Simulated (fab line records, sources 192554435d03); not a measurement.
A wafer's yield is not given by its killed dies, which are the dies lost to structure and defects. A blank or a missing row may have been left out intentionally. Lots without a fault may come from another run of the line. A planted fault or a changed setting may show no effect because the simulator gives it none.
Split-lot trial ; flow n5-finfet ; 39 wafers read from 7 lots, route of 1938 steps

THE SPLIT
At N5_HKMG_FIN_ETCH_55 (etches SOC in N2/H2, target depth 240 nm, time 300 s), the setting bias-w was moved away from the recipe's 150 W on 15 of the 39 wafers read, by -16.7% to +15.8%. All remaining wafers had this setting at the recipe value.

The reading is taken at the split's own step.

THE READING
rf-vpp-V, in V, at N5_HKMG_FIN_ETCH_55 (etches SOC in N2/H2, target depth 240 nm, time 300 s). Typical for fault-free wafers on this fab line: 524.4 V, with standard deviation 2.7 V.

wafer;tool, chamber at the split;bias-w as run, W;against the recipe;rf-vpp-V, V;against lot-mates on the recipe
L076.1;rie-diel-01, 1;162;+8.0%;549.1;+26.2
L076.2;rie-diel-01, 0;150;recipe;521.2;-
L076.3;rie-diel-01, 2;150;recipe;523.3;-
L076.4;rie-diel-01, 3;162;+8.0%;547.6;+24.7
L076.5;rie-diel-01, 2;150;recipe;524.1;-
L076.6;rie-diel-01, 1;162;+8.0%;550.1;+27.2
L079.1;rie-diel-04, 0;150;recipe;523.9;-
L079.2;rie-diel-04, 3;150;recipe;530.2;-
L079.3;rie-diel-04, 2;140;-6.7%;505.0;-22.6
L079.4;rie-diel-04, 1;150;recipe;528.6;-
L079.5;rie-diel-04, 3;140;-6.7%;505.8;-21.8
L079.6;rie-diel-04, 0;140;-6.7%;498.8;-28.8
L084.1;rie-diel-03, 2;150;recipe;528.5;-
L084.2;rie-diel-03, 0;150;recipe;521.2;-
L084.3;rie-diel-03, 1;172.6;+15.1%;572.0;+48.4
L084.4;rie-diel-03, 3;150;recipe;521.0;-
L084.5;rie-diel-03, 3;172.6;+15.1%;569.1;+45.5
L084.6;rie-diel-03, 0;172.6;+15.1%;570.3;+46.7
L086.1;rie-diel-01, 0;150;recipe;521.4;-
L086.2;rie-diel-01, 2;150;recipe;522.7;-
L086.3;rie-diel-01, 1;150;recipe;523.3;-
L086.4;rie-diel-01, 3;150;recipe;522.5;-
L086.5;rie-diel-01, 2;150;recipe;523.9;-
L086.6;rie-diel-01, 1;150;recipe;522.6;-
L090.1;rie-diel-01, 0;150;recipe;521.2;-
L090.2;rie-diel-01, 3;150;recipe;521.6;-
L090.5;rie-diel-01, 2;150;recipe;523.1;-
L092.1;rie-diel-04, 3;150;recipe;527.5;-
L092.2;rie-diel-04, 2;150;recipe;527.5;-
L092.3;rie-diel-04, 0;150;recipe;521.3;-
L092.4;rie-diel-04, 2;124.9;-16.7%;467.8;-57.6
L092.5;rie-diel-04, 0;124.9;-16.7%;464.7;-60.7
L092.6;rie-diel-04, 3;124.9;-16.7%;470.1;-55.3
L096.1;rie-diel-04, 2;173.7;+15.8%;578.0;+52.2
L096.2;rie-diel-04, 0;150;recipe;521.3;-
L096.3;rie-diel-04, 1;150;recipe;527.8;-
L096.4;rie-diel-04, 3;150;recipe;528.2;-
L096.5;rie-diel-04, 1;173.7;+15.8%;578.1;+52.3
L096.6;rie-diel-04, 2;173.7;+15.8%;576.3;+50.5

THE FIT
A straight line over all 39 wafers: rf-vpp-V changes by +3.27 V for each +1% of bias-w; r = +0.99; the points scatter about the line by 2.9 V.
The same after taking each lot's own level away (the mean of its wafers on the recipe; 39 wafers): +3.32 V for each +1%; r = +1.00; scatter 2.4 V.
The reading moves by 56 V for the largest change in bias-w, on that fit.
From 521.97 to 527.57 V: that is the span of the lots' own levels, equal to 2.1 times the standard deviation above.
The two slopes are in agreement: the lot-to-lot level therefore moves the slope only a little.
Check: with one of the wafers moved furthest among these (-16.7%) left out of the fit, the line predicts -56 V for it against its lot-mates. It came out at -57.6 V against them.
Tool readings at the split's step, against how far the setting was moved: rf-vpp-V r = +0.99.

FURTHER SPLITS ON THESE WAFERS
Before the reading, these wafers also passed through other splits. Each is held against what the fit with the lots' levels taken away leaves over:
other split on the same wafers;wafers away from the commonest value;r with rf-vpp-V (lot level and that fit taken away)
N5_DUMMY_GATE_EXPOSE_12 dose-mj;12;-0.16
N5_SD_EPI_P_EPI_21 time-s;12;-0.10
N5_HKMG_FIN_ETCH_54 source-w;15;-0.06

THE WHOLE CHAIN: every reading that the file lists as answering this split, in the file's order
step;what it does;reading;change (the file's fit);r (the file's)
N5_HKMG_FIN_ETCH_55;etches SOC in N2/H2, target depth 240 nm, time 300 s;rf-vpp-V;+3.31 V for each +1% of the setting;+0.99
N5_HKMG_FIN_ETCH_55;etches SOC in N2/H2, target depth 240 nm, time 300 s;SiARC_of_HKMG_FIN_COAT_42.thk-nm (the simulator's own value, which no gauge read);-0.174 nm for each +1% of the setting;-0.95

THE FILE'S OWN FIT
rf-vpp-V changes by +3.31 V for each +1% of bias-w, r = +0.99.
